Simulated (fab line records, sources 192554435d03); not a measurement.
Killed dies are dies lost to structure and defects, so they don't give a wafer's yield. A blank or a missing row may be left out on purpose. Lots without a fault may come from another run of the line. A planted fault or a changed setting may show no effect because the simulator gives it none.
A struck lot beside a sound one | flow n5_finfet | 26 steps out of a route of 1938
Sound: wafers L227.2, L227.4, L227.6. Struck: wafers L224.1, L224.2, L224.4. The cause comes at the end.
At each step with rows: each side's tool, then ch and its chambers, then its first start. Under that, the readings that differ: sound wafers | struck wafers | difference of the means | sigmas: that difference in standard deviations of wafers without a fault.
alike: readings whose means differ by less than 2 such deviations, and words and numbers that are the same on both sides. not compared: withheld readings, readings that some wafer has no value for, bounds like >300 that may hide the same value, and numbers for which the record gives no deviation and whose values overlap.
The two part at a step that has a row with sigmas, a row that says differs or no value, or rows on one side only. Numbers that don't overlap but have no deviation are shown without sigmas and don't part them. A reading that every wafer of one side lacks parts them only if that side has two wafers or more.

first, 8 steps without rows for these wafers: N5_BEOL_M9_DEVELOP_10 (develop time 30 s); N5_BEOL_M9_DESCUM_16 (chemistry O2, time 7.9 s); N5_BEOL_M9_ETCH_61 (etches SiARC in CF4, target depth 39 nm, time 65 s); N5_BEOL_M9_ETCH_62 (etches SOC in N2/H2, target depth 110 nm, overetch 22 nm, time 165 s); N5_BEOL_M9_STRIP_68 (strips in N2/H2); N5_BEOL_M9_STRIP_67 (strips in CF4); N5_BEOL_M9_HM_OPEN_17 (chemistry Cl2/BCl3, target TiN, target depth 20 nm, overetch 6 nm); N5_BEOL_M9_STRIP_19 (strips in O2).
N5_BEOL_M9_COAT_63: time 60 s, resist thk 60 nm.
  sound on litho_track-04 ch 0, day 14 07:08; struck on litho_track-01 ch 0, day 13 00:23
  reading                                  | sound                | struck               | difference | sigmas
  spin_speed_rpm (rpm)                     | 1499.0 1500.7 1499.2 | 1461.8 1461.3 1461.4 | -38.1      | -41
  model.SOC_of_BEOL_M9_COAT_63.thk_nm (nm) | 60 59.8 60           | 61.2 61 61           | +1.1       |
  alike: chill_plate_temp_C, dispense_pressure_kPa
then, 11 steps without rows for these wafers: N5_BEOL_M9_COAT_64 (time 60 s, resist thk 12 nm); N5_BEOL_M9_COAT_75 (time 60 s, resist thk 5 nm); N5_BEOL_M9_COAT_22 (resist thk 30 nm); N5_BEOL_M9_EBR_24; N5_BEOL_M9_SOFTBAKE_23 (time 60 s); N5_BEOL_M9_EXPOSE_25 (exposes mask V8); N5_BEOL_M9_PEB_26 (peb time 60 s); N5_BEOL_M9_DEVELOP_27 (develop time 30 s); N5_BEOL_M9_DESCUM_33 (chemistry O2, time 7 s); N5_BEOL_M9_ETCH_76 (etches underlayer in N2/H2, target depth 6.5 nm, time 5.2 s); N5_BEOL_M9_ETCH_65 (etches SiARC in CF4, target depth 15.6 nm, time 26 s).
N5_BEOL_M9_ETCH_66: etches SOC in N2/H2, target depth 80 nm, overetch 16 nm, time 120 s.
  sound on rie_diel-05 ch 0,2, day 14 07:46; struck on rie_diel-03 ch 0,1,2, day 13 00:52
  reading                     | sound             | struck            | difference | sigmas
  drypump_motor_current_A (A) | 6.4 6.4 6.4       | 5.6 5.4 4.8       | -1.1       | -2
  model.etch.depth_nm (nm)    | 60.06 59.87 60.01 | 61.17 61.01 61.03 | +1.09      |
  alike: h2_flow_sccm, oes_product_au, rf_vpp_V, showerhead_plenum_p_Torr, throttle_valve_pct
  not compared: rf_hours_counter_h
then, 2 steps without rows for these wafers: N5_BEOL_M9_STRIP_69 (strips in N2/H2); N5_BEOL_M9_STRIP_77 (strips in N2/H2).
N5_BEOL_M9_VIA_ETCH_34: etches SiCOH lowk in C4F6/O2, target depth 182.4 nm, time 68.4 s.
  sound on rie_diel-05 ch 0,2, day 14 07:52; struck on rie_diel-03 ch 0,1,2, day 13 00:58
  reading                                  | sound          | struck      | difference | sigmas
  drypump_motor_current_A (A)              | 6.5 6.4 6.5    | 5.5 5.4 4.8 | -1.2       | -3
  model.SOC_of_BEOL_M9_COAT_63.thk_nm (nm) | 50.8 50.6 50.8 | 52 52 51.8  | +1         |
  alike: oes_f_703_au, oes_product_au, rf_vpp_V, showerhead_plenum_p_Torr, throttle_valve_pct
  not compared: rf_hours_counter_h
then, 2 steps without rows for these wafers: N5_BEOL_M9_STRIP_73 (strips in C4F6/O2); N5_PASSIVATION_PROBE_49.

WHERE THEY PART
First at N5_BEOL_M9_COAT_63; last, within this record, at N5_BEOL_M9_VIA_ETCH_34.

WHY: what the simulator had put in
Process parameter drift: litho_track-01, from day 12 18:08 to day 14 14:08, at N5_BEOL_M9_COAT_63. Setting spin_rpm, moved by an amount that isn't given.
